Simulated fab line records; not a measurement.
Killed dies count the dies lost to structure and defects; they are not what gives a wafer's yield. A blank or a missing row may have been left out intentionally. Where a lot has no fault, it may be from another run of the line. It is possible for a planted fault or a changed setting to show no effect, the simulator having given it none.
Matching of chambers | flow n5-finfet | N5_MOL_CONTACT_COAG_VIA_ETCH_117 on rie-diel-02: 4 sister chambers
The step etches SiO2 in C4F6/O2, target depth 40 nm, overetch 8 nm, time 26 s. 16 wafers are shown with their chamber, then 8 later ones without.

== WAFERS WITH THEIR CHAMBER ==
wafer  | chamber | drypump-motor-current-A (A) | rf-vpp-V (V) | throttle-valve-pct (%)
L075.4 | 1       | 4.65                        | 1588         | 41.23
L075.5 | 2       | 5.49                        | 1616         | 41.02
L075.6 | 1       | 4.64                        | 1588         | 41.23
L078.1 | 0       | 5.65                        | 1588         | 41.21
L078.3 | 2       | 5.51                        | 1616         | 41.03
L078.4 | 2       | 5.49                        | 1615         | 41.02
L080.2 | 0       | 5.71                        | 1589         | 41.20
L080.3 | 2       | 5.51                        | 1615         | 41.02
L080.6 | 3       | 5.10                        | 1597         | 40.77
L082.2 | 3       | 5.11                        | 1598         | 40.78
L082.4 | 2       | 5.49                        | 1616         | 41.02
L082.5 | 3       | 5.10                        | 1597         | 40.78
L086.4 | 1       | 4.65                        | 1588         | 41.23
L086.5 | 3       | 5.09                        | 1597         | 40.79
L086.6 | 2       | 5.49                        | 1617         | 41.04
L095.2 | 1       | 4.67                        | 1589         | 41.27

SIGNATURES (means of the wafers above)
reading                 | chamber 0 | chamber 1 | chamber 2 | chamber 3 | scatter within a chamber
drypump-motor-current-A | 5.6800    | 4.6525    | 5.4967    | 5.1000    | 0.0158
rf-vpp-V                | 1588.50   | 1588.25   | 1615.83   | 1597.25   | 0.635
throttle-valve-pct      | 41.2050   | 41.2400   | 41.0250   | 40.7800   | 0.0122
Rule: a wafer's distance from a chamber is the root of the sum, over the readings, of the square of ((its reading less the chamber's mean) divided by the reading's scatter). The wafer belongs to the nearest chamber; if the next one is less than 2 further off, it can't be placed. How the scatter is found: for the shown wafers, subtract from each reading the mean of its chamber, square and add these, divide the total by (wafers less chambers), then take the root.

== WAFERS WITHOUT THEIR CHAMBER ==
wafer  | drypump-motor-current-A (A) | rf-vpp-V (V) | throttle-valve-pct (%)
L095.3 | 5.11                        | 1596         | 40.81
L095.6 | 5.69                        | 1589         | 41.23
L096.4 | 5.11                        | 1595         | 40.81
L096.5 | 5.09                        | 1596         | 40.79
L096.6 | 5.67                        | 1588         | 41.23
L097.1 | 5.08                        | 1596         | 40.81
L097.3 | 4.67                        | 1588         | 41.26
L097.6 | 5.52                        | 1613         | 41.04

== WHICH CHAMBER EACH WENT THROUGH ==
wafer  | from the rows above | in truth
L095.3 | 3                   | 3
L095.6 | 0                   | 0
L096.4 | 3                   | 3
L096.5 | 3                   | 3
L096.6 | 0                   | 0
L097.1 | 3                   | 3
L097.3 | 1                   | 1
L097.6 | 2                   | 2
Correct placement for 8 of the 8. Left unplaced by these rows: 0. Wrongly placed: 0.
